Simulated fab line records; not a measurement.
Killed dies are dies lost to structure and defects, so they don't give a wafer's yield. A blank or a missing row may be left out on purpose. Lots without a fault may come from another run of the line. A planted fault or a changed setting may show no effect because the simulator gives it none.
fab line records	flow n5Finfet	part 1 of 2: steps 1 to 3 of 6
record: lots: 23	wafers: 69	lastDay: 17
route steps=1938 shown BEOL_M10@1513 BEOL_M11@1554
lots untouched by any fault: they come from a run of this same line in which no faults occurred
startH: hours from the record's opening day to when the first of the lot's shown wafers began	waitH: time in hours since the lot's previous step	" the same as in the row above	L1.1+2: several wafers, shown together as one row	- no value present, or no start provided	* or withheld: withheld	< > ~ a bound
route shown NAME@n: names a module that has steps shown in the file, with the first one's number in the route	usual: the fault-free wafers' mean and standard deviation	same: alike in all rows	chamber/n: place in a boat	sites: each site's reading	_std_site: the standard deviation of these	_edge_site: the outer-site mean with the inner-site mean subtracted	radiusMm: for every site, how far away it sits from the centre of the wafer	mask NAME#n: copy n	behind: the last tool/chamber to shape the wafer	hold: what put the lot on hold/how long, in hours/how the hold closed	device: the transistor (n, p or np) that didn't switch	end of line: tests of these same wafers at the route's end	a step given without rows: its recipe and nothing more	killed: the dies lost at the first sort to structure and to defects; this is not the yield of the wafer	map: per-die view of a wafer (x killed, . not killed, _ where there is no die)
set.NAME: the setting as run; set.NAME@STEP: as run at that earlier step	model.NAME: the simulator's own value behind a step, which no gauge read
one table for each step of the route and one row for each wafer, over a sample of lots
services: when a tool's chamber went out of use (startH, in hours from the record's first day, below 0 if earlier), for how many hours, and the reason
== steps ==
step: N5_BEOL_M10_ETCH_41
recipe: chemistry: CH3F/O2	target: SiCN	targetDepthA: 426	taperDeg: 2	timeS: 86	ionEnergyEv: 120	maskMaterial: TiN	pressureMtorr: 30	sourceW: 395	biasW: 75	Ar_flow_sccm: 150	CH3F_flow_sccm: 30	O2_flow_sccm: 20
usual: drypumpMotorCurrentA: 5.4/0.59	oesProductAu: 0.83/0.081	rfVppV: 296.6/1.5	showerheadPlenumPTorr: 1.97/0.055	throttleValvePct: 16.15/0.26
same: timeS: 86
lot.wafer	tool	chamber	startH	waitH	drypumpMotorCurrentA	oesProductAu	rfHoursCounterH	rfVppV	showerheadPlenumPTorr	throttleValvePct
L074.3	rieDiel-05	0	-	-	6.0	0.91	20	296.6	1.95	15.83
L074.4	"	1	"	"	6.4	0.73	181	295.3	1.92	16.42
L074.5	"	1	"	"	6.4	0.72	-	295.7	1.92	16.42
L075.2	rieDiel-05	2	-	-	5.2	0.82	78	298.1	2.03	15.96
L075.4	"	3	"	"	4.9	0.72	199	294.7	1.91	16.49
L075.6	"	2	"	"	5.2	0.83	-	298.0	2.03	15.96
L077.1	rieDiel-05	1	-	-	6.4	0.71	186	295.2	1.92	16.44
L077.2	"	3	"	"	4.9	0.72	201	296.1	1.91	16.50
L077.5	"	3	"	"	4.8	0.73	-	297.5	1.91	16.50
L078.1	rieDiel-05	0	-	-	5.9	0.90	26	297.7	1.95	15.84
L078.2	"	2	"	"	5.2	0.82	83	296.7	2.02	15.98
L078.6	"	1	"	"	6.4	0.72	-	295.2	1.92	16.43
L076.2	rieDiel-01	3	-	-	4.9	0.96	8	297.2	1.94	15.76
L076.5	"	0	"	"	4.9	0.89	-	297.2	1.97	16.20
L076.6	"	3	"	"	4.8	0.97	-	296.0	1.94	15.74
L080.1	rieDiel-05	2	-	-	5.2	0.81	87	298.8	2.02	15.95
L080.3	"	3	"	"	4.9	0.72	207	295.5	1.91	16.51
L080.5	"	0	"	"	6.0	0.89	-	295.3	1.94	15.86
L079.1	rieDiel-05	2	-	-	5.2	0.81	90	297.7	2.02	15.97
L079.4	"	0	"	"	6.0	0.89	34	296.2	1.94	15.85
L079.5	"	2	"	"	5.2	0.81	-	298.6	2.02	15.97
L082.1	rieDiel-05	0	-	-	5.9	0.87	41	298.2	1.94	15.89
L082.2	"	3	"	"	4.8	0.72	217	295.0	1.90	16.54
L082.6	"	3	"	"	4.9	0.71	-	294.7	1.91	16.53
L081.2	rieDiel-05	0	-	-	6.0	0.86	42	296.0	1.94	15.88
L081.4	"	2	"	"	5.2	0.79	-	298.8	2.02	16.00
L081.6	"	3	"	"	4.9	0.71	-	296.1	1.90	16.53
L083.3	rieDiel-01	2	-	-	6.3	0.90	15	296.7	1.95	16.09
L083.5	"	3	"	"	4.8	0.92	-	296.3	1.94	15.78
L083.6	"	0	"	"	4.9	0.87	-	294.7	1.96	16.21
L084.2	rieDiel-05	2	-	-	5.2	0.79	102	297.1	2.02	16.01
L084.3	"	0	"	"	5.9	0.86	46	296.4	1.94	15.88
L084.6	"	2	"	"	5.2	0.81	-	298.5	2.02	16.00
L085.1	rieDiel-04	3	-	-	4.8	0.66	241	297.3	2.07	16.75
L085.3	"	2	"	"	5.3	0.68	233	295.3	1.89	16.16
L085.6	"	1	"	"	5.3	0.87	-	299.4	2.10	15.96
L086.1	rieDiel-01	0	-	-	4.9	0.87	49	297.3	1.96	16.23
L086.2	"	3	"	"	4.8	0.91	26	297.3	1.94	15.79
L086.5	"	2	"	"	6.3	0.89	-	297.2	1.95	16.09
L087.1	rieDiel-01	1	-	-	4.7	0.69	241	297.5	2.05	16.53
L087.4	"	3	"	"	4.9	0.90	31	296.5	1.94	15.80
L087.6	"	3	"	"	4.9	0.90	-	294.9	1.94	15.79
L089.2	rieDiel-05	1	-	-	6.5	0.70	201	295.5	1.91	16.45
L089.5	"	0	"	"	5.9	0.84	-	296.3	1.94	15.91
L089.6	"	1	"	"	6.4	0.70	-	295.4	1.91	16.46
L088.1	rieDiel-01	2	-	-	6.3	0.88	29	297.0	1.95	16.10
L088.3	"	1	"	"	4.7	0.69	246	299.8	2.05	16.54
L088.6	"	1	"	"	4.7	0.69	-	299.4	2.05	16.55
L090.2	rieDiel-01	3	-	-	4.9	0.88	38	296.7	1.93	15.79
L090.5	"	3	"	"	4.9	0.88	-	296.3	1.93	15.81
L090.6	"	2	"	"	6.3	0.86	-	297.4	1.94	16.10
L091.4	rieDiel-04	1	-	-	5.3	0.83	-	298.4	2.10	15.99
L091.5	"	0	"	"	5.4	0.88	-	297.3	1.95	16.37
L091.6	"	2	"	"	5.3	0.67	-	294.7	1.88	16.21
L092.2	rieDiel-04	0	-	-	5.5	0.87	48	296.8	1.95	16.39
L092.3	"	1	"	"	5.3	0.83	61	299.4	2.10	16.01
L092.5	"	3	"	"	4.8	0.96	-	299.5	2.06	16.27
L093.3	rieDiel-01	0	-	-	4.9	0.84	69	296.1	1.96	16.26
L093.5	"	2	"	"	6.3	0.85	-	296.8	1.94	16.12
L093.6	"	3	"	"	4.9	0.87	-	295.5	1.93	15.82
L094.1	rieDiel-04	3	-	-	4.8	0.95	7	297.1	2.06	16.28
L094.3	"	1	"	"	5.3	0.83	63	301.7	2.09	16.01
L094.5	"	1	"	"	5.3	0.83	-	301.1	2.09	16.02
L095.3	rieDiel-01	3	-	-	4.9	0.87	53	297.1	1.93	15.85
L095.4	"	3	"	"	4.9	0.86	-	295.5	1.93	15.84
L095.5	"	2	"	"	6.3	0.85	-	296.3	1.94	16.15
L096.3	rieDiel-01	2	-	-	6.3	0.83	49	297.1	1.94	16.13
L096.5	"	3	"	"	4.8	0.85	-	295.7	1.93	15.84
L096.6	"	0	"	"	4.9	0.83	-	296.4	1.95	16.28
step: N5_BEOL_M11_ETCH_62
recipe: chemistry: N2/H2	target: SOC	targetDepthA: 1100	overetchA: 220	maskMaterial: SiARC	tempC: 40	timeS: 165	ionEnergyEv: 200	pressureMtorr: 30	sourceW: 840	biasW: 150	n2FlowSccm: 200	h2FlowSccm: 200
usual: drypumpMotorCurrentA: 5.90/0.27	oesProductAu: 0.65/0.067	rfVppV: 523.6/2.1	showerheadPlenumPTorr: 2.54/0.076	tempC: 40.01/0.1	throttleValvePct: 17.78/0.26
same: timeS: 165
lot.wafer	tool	chamber	startH	waitH	drypumpMotorCurrentA	oesProductAu	rfHoursCounterH	rfVppV	showerheadPlenumPTorr	tempC	throttleValvePct
L074.3	rieDiel-02	0	211.80	0.0	5.44	0.75	28	521.6	2.48	40.09	17.56
L074.4	"	3	"	"	6.15	0.74	21	522.1	2.51	39.96	17.74
L074.5	"	0	"	"	5.49	0.75	-	523.0	2.48	40.04	17.55
L075.2	rieDiel-02	3	221.85	0.0	6.13	0.74	24	522.3	2.51	39.96	17.75
L075.4	"	0	"	"	5.53	0.75	31	520.9	2.47	40.03	17.56
L075.6	"	2	"	"	5.95	0.63	-	523.9	2.53	40.17	17.70
L077.1	rieDiel-06	0	230.63	0.0	5.80	0.61	188	527.1	2.67	40.09	18.09
L077.2	"	1	"	"	6.52	0.71	70	525.0	2.55	39.82	17.37
L077.5	"	3	"	"	5.82	0.59	-	523.2	2.51	39.95	18.09
L078.1	rieDiel-03	2	233.72	0.0	6.05	0.65	100	524.1	2.58	40.06	17.92
L078.2	"	3	"	"	5.85	0.60	240	524.6	2.62	40.07	17.79
L078.6	"	3	"	"	5.82	0.60	-	525.4	2.62	39.95	17.78
L076.2	rieDiel-02	1	235.54	0.0	5.96	0.68	80	526.3	2.67	39.92	17.50
L076.5	"	3	"	"	6.16	0.73	-	523.4	2.51	39.93	17.74
L076.6	"	0	"	"	5.47	0.75	-	522.3	2.47	40.06	17.56
L080.1	rieDiel-06	0	242.82	0.0	5.79	0.61	192	525.8	2.67	39.84	18.10
L080.3	"	3	"	"	5.78	0.60	233	523.2	2.51	40.07	18.10
L080.5	"	1	"	"	6.51	0.70	-	525.4	2.55	40.01	17.40
L079.1	rieDiel-03	2	254.84	0.0	6.05	0.66	108	525.0	2.57	40.02	17.94
L079.4	"	1	"	"	5.49	0.58	-	522.5	2.51	40.00	18.17
L079.5	"	3	"	"	5.80	0.59	-	526.2	2.61	40.06	17.81
L082.1	rieDiel-06	0	270.12	0.0	5.82	0.60	201	526.4	2.66	39.85	18.08
L082.2	"	3	"	"	5.79	0.58	242	521.0	2.50	39.86	18.12
L082.6	"	3	"	"	5.78	0.59	-	521.4	2.50	40.01	18.11
L081.2	rieDiel-02	3	270.27	0.0	6.15	0.73	38	522.3	2.50	40.02	17.77
L081.4	"	0	"	"	5.45	0.73	46	521.5	2.47	39.91	17.58
L081.6	"	3	"	"	6.12	0.72	-	522.4	2.50	40.16	17.76
L083.3	rieDiel-03	1	273.39	0.0	5.50	0.58	235	523.1	2.50	40.11	18.17
L083.5	"	1	"	"	5.45	0.58	-	522.4	2.50	40.10	18.16
L083.6	"	0	"	"	5.74	0.62	-	520.2	2.41	40.00	17.82
L084.2	rieDiel-03	0	280.11	0.0	5.75	0.63	192	518.8	2.41	39.77	17.84
L084.3	"	1	"	"	5.48	0.58	237	523.1	2.50	39.92	18.18
L084.6	"	0	"	"	5.72	0.62	-	521.7	2.41	39.77	17.83
L085.1	rieDiel-02	0	285.38	0.0	5.49	0.72	51	521.1	2.47	40.10	17.58
L085.3	"	2	"	"	5.97	0.61	200	522.5	2.53	39.90	17.72
L085.6	"	1	"	"	5.98	0.67	-	528.9	2.66	39.91	17.52
L086.1	rieDiel-03	3	285.85	0.0	5.84	0.83	0	526.1	2.61	40.00	17.30
L086.2	"	0	"	"	5.74	0.62	195	521.4	2.41	39.98	17.81
L086.5	"	0	"	"	5.75	0.63	-	520.0	2.41	39.92	17.84
L087.1	rieDiel-06	2	299.40	0.0	6.04	0.58	233	522.4	2.47	39.84	17.63
L087.4	"	1	"	"	6.58	0.69	89	522.6	2.54	40.13	17.42
L087.6	"	3	"	"	5.78	0.59	-	522.6	2.50	40.09	18.13
L089.2	rieDiel-02	1	303.26	0.0	5.98	0.66	102	528.3	2.66	39.98	17.53
L089.5	"	2	"	"	5.98	0.61	-	523.2	2.52	40.21	17.73
L089.6	"	3	"	"	6.14	0.71	-	523.4	2.50	40.09	17.79
L088.1	rieDiel-02	0	310.31	0.0	5.45	0.71	58	522.3	2.46	40.04	17.61
L088.3	"	1	"	"	6.00	0.66	104	527.4	2.66	40.01	17.53
L088.6	"	3	"	"	6.16	0.71	-	521.8	2.50	40.18	17.78
L090.2	rieDiel-06	1	321.74	0.0	6.50	0.69	98	524.3	2.54	39.98	17.42
L090.5	"	1	"	"	6.53	0.69	-	525.4	2.54	40.09	17.42
L090.6	"	2	"	"	6.04	0.57	-	522.3	2.47	40.15	17.64
L091.4	rieDiel-03	1	322.15	0.0	5.47	0.58	249	523.0	2.50	40.09	18.20
L091.5	"	1	"	"	5.47	0.58	-	522.6	2.50	39.97	18.19
L091.6	"	0	"	"	5.73	0.61	-	521.3	2.41	40.24	17.86
L092.2	rieDiel-06	3	336.18	0.0	5.78	0.83	3	521.8	2.50	40.20	17.71
L092.3	"	0	"	"	5.80	0.59	221	525.7	2.65	40.21	18.14
L092.5	"	1	"	"	6.51	0.68	-	523.8	2.54	40.21	17.45
L093.3	rieDiel-03	2	338.71	0.0	6.05	0.63	135	523.9	2.56	40.07	18.00
L093.5	"	3	"	"	5.84	0.77	-	526.1	2.61	39.96	17.32
L093.6	"	0	"	"	5.72	0.61	-	519.8	2.40	39.93	17.86
L094.1	rieDiel-03	2	340.85	0.0	6.07	0.63	136	523.8	2.56	40.05	17.99
L094.3	"	0	"	"	5.76	0.61	212	521.2	2.40	40.11	17.85
L094.5	"	0	"	"	5.76	0.62	-	519.0	2.40	39.90	17.84
L095.3	rieDiel-03	1	357.13	0.0	5.48	0.82	2	523.6	2.50	39.98	17.72
L095.4	"	2	"	"	6.04	0.63	142	523.7	2.56	40.00	18.00
L095.5	"	2	"	"	6.04	0.63	-	523.9	2.56	40.07	17.99
L096.3	rieDiel-06	0	361.66	0.0	5.79	0.58	230	525.1	2.65	40.03	18.14
L096.5	"	3	"	"	5.78	0.81	-	522.3	2.49	39.99	17.72
L096.6	"	1	"	"	6.48	0.68	-	523.1	2.54	40.17	17.46
step: N5_BEOL_M11_STRIP_67
recipe: chemistry: CF4	resist: SiARC	powerW: 300	biasPowerW: 75	pressureMtorr: 50	cf4FlowSccm: 150	rfFrequencyHz: 6e+07
usual: drypumpMotorCurrentA: 5.89/0.27	oesProductAu: 0.77/0.08	rfVppV: 271.0/1.3	showerheadPlenumPTorr: 1.80/0.045	throttleValvePct: 13.59/0.24
lot.wafer	tool	chamber	startH	waitH	drypumpMotorCurrentA	oesProductAu	rfHoursCounterH	rfVppV	showerheadPlenumPTorr	throttleValvePct
L074.3	rieDiel-02	0	211.94	0.0	5.51	0.89	28	268.4	1.79	13.43
L074.4	"	3	"	"	6.15	0.88	21	271.2	1.78	13.31
L074.5	"	0	"	"	5.51	0.90	-	269.2	1.79	13.45
L075.2	rieDiel-02	3	221.99	0.0	6.16	0.87	24	269.5	1.77	13.31
L075.4	"	0	"	"	5.50	0.89	31	271.0	1.79	13.44
L075.6	"	2	"	"	5.95	0.74	-	270.0	1.76	13.36
L077.1	rieDiel-06	0	230.78	0.0	5.79	0.72	188	272.6	1.85	13.72
L077.2	"	1	"	"	6.48	0.84	70	271.3	1.83	13.31
L077.5	"	3	"	"	5.78	0.70	-	270.9	1.79	14.04
L078.1	rieDiel-03	2	233.87	0.0	6.05	0.78	100	271.9	1.82	13.64
L078.2	"	3	"	"	5.83	0.70	240	271.4	1.85	13.65
L078.6	"	3	"	"	5.84	0.70	-	270.6	1.85	13.67
L076.2	rieDiel-02	1	235.69	0.0	5.98	0.81	80	272.8	1.88	13.36
L076.5	"	3	"	"	6.13	0.87	-	270.3	1.77	13.31
L076.6	"	0	"	"	5.49	0.88	-	269.7	1.79	13.46
L080.1	rieDiel-06	0	242.96	0.0	5.82	0.72	192	272.8	1.85	13.70
L080.3	"	3	"	"	5.78	0.70	233	272.3	1.79	14.04
L080.5	"	1	"	"	6.50	0.85	-	270.4	1.83	13.32
L079.1	rieDiel-03	2	254.99	0.0	6.04	0.77	108	271.9	1.82	13.66
L079.4	"	1	"	"	5.46	0.69	-	270.5	1.75	13.93
L079.5	"	3	"	"	5.86	0.70	-	271.6	1.85	13.69
L082.1	rieDiel-06	0	270.27	0.0	5.77	0.71	201	273.6	1.85	13.73
L082.2	"	3	"	"	5.78	0.69	242	270.6	1.79	14.08
L082.6	"	3	"	"	5.78	0.70	-	270.3	1.79	14.09
L081.2	rieDiel-02	3	270.41	0.0	6.14	0.85	38	268.6	1.77	13.35
L081.4	"	0	"	"	5.44	0.86	46	270.1	1.78	13.48
L081.6	"	3	"	"	6.15	0.85	-	271.0	1.77	13.33
L083.3	rieDiel-03	1	273.53	0.0	5.49	0.69	235	272.5	1.75	13.96
L083.5	"	1	"	"	5.46	0.69	-	270.4	1.75	13.94
L083.6	"	0	"	"	5.75	0.74	-	268.7	1.73	13.78
L084.2	rieDiel-03	0	280.26	0.0	5.70	0.74	192	269.8	1.73	13.79
L084.3	"	1	"	"	5.47	0.69	237	271.1	1.75	13.96
L084.6	"	0	"	"	5.71	0.73	-	268.7	1.73	13.78
L085.1	rieDiel-02	0	285.53	0.0	5.49	0.85	51	269.8	1.78	13.49
L085.3	"	2	"	"	5.95	0.72	200	269.7	1.76	13.42
L085.6	"	1	"	"	5.95	0.79	-	274.1	1.88	13.38
L086.1	rieDiel-03	3	286.00	0.0	5.86	0.99	0	272.8	1.84	13.12
L086.2	"	0	"	"	5.73	0.74	195	270.9	1.73	13.78
L086.5	"	0	"	"	5.73	0.74	-	269.2	1.73	13.78
L087.1	rieDiel-06	2	299.55	0.0	6.03	0.69	233	271.4	1.75	13.70
L087.4	"	1	"	"	6.49	0.82	89	270.8	1.83	13.35
L087.6	"	3	"	"	5.79	0.69	-	271.5	1.79	14.09
L089.2	rieDiel-02	1	303.40	0.0	5.99	0.79	102	274.2	1.88	13.42
L089.5	"	2	"	"	5.96	0.71	-	269.3	1.76	13.43
L089.6	"	3	"	"	6.13	0.84	-	270.1	1.77	13.36
L088.1	rieDiel-02	0	310.45	0.0	5.48	0.84	58	269.7	1.78	13.51
L088.3	"	1	"	"	5.97	0.78	104	272.6	1.88	13.42
L088.6	"	3	"	"	6.14	0.83	-	271.4	1.77	13.37
L090.2	rieDiel-06	1	321.88	0.0	6.51	0.81	98	271.4	1.83	13.37
L090.5	"	1	"	"	6.51	0.80	-	270.2	1.82	13.36
L090.6	"	2	"	"	6.03	0.67	-	271.1	1.75	13.73
L091.4	rieDiel-03	1	322.30	0.0	5.48	0.68	249	271.1	1.75	13.98
L091.5	"	1	"	"	5.50	0.68	-	271.1	1.75	14.00
L091.6	"	0	"	"	5.75	0.72	-	268.9	1.73	13.82
L092.2	rieDiel-06	3	336.33	0.0	5.76	0.97	3	270.0	1.79	13.53
L092.3	"	0	"	"	5.78	0.70	221	271.7	1.84	13.79
L092.5	"	1	"	"	6.52	0.80	-	271.1	1.82	13.38
L093.3	rieDiel-03	2	338.86	0.0	6.02	0.75	135	271.0	1.81	13.73
L093.5	"	3	"	"	5.82	0.91	-	271.2	1.84	13.14
L093.6	"	0	"	"	5.70	0.72	-	269.9	1.72	13.83
L094.1	rieDiel-03	2	340.99	0.0	6.02	0.74	136	269.8	1.82	13.72
L094.3	"	0	"	"	5.75	0.72	212	269.1	1.72	13.80
L094.5	"	0	"	"	5.72	0.72	-	268.4	1.72	13.83
L095.3	rieDiel-03	1	357.28	0.0	5.50	0.97	2	269.6	1.75	13.40
L095.4	"	2	"	"	6.05	0.74	142	271.3	1.81	13.74
L095.5	"	2	"	"	6.04	0.74	-	271.4	1.81	13.75
L096.3	rieDiel-06	0	361.80	0.0	5.81	0.69	230	271.2	1.84	13.79
L096.5	"	3	"	"	5.79	0.94	-	269.3	1.79	13.56
L096.6	"	1	"	"	6.49	0.80	-	271.2	1.82	13.41
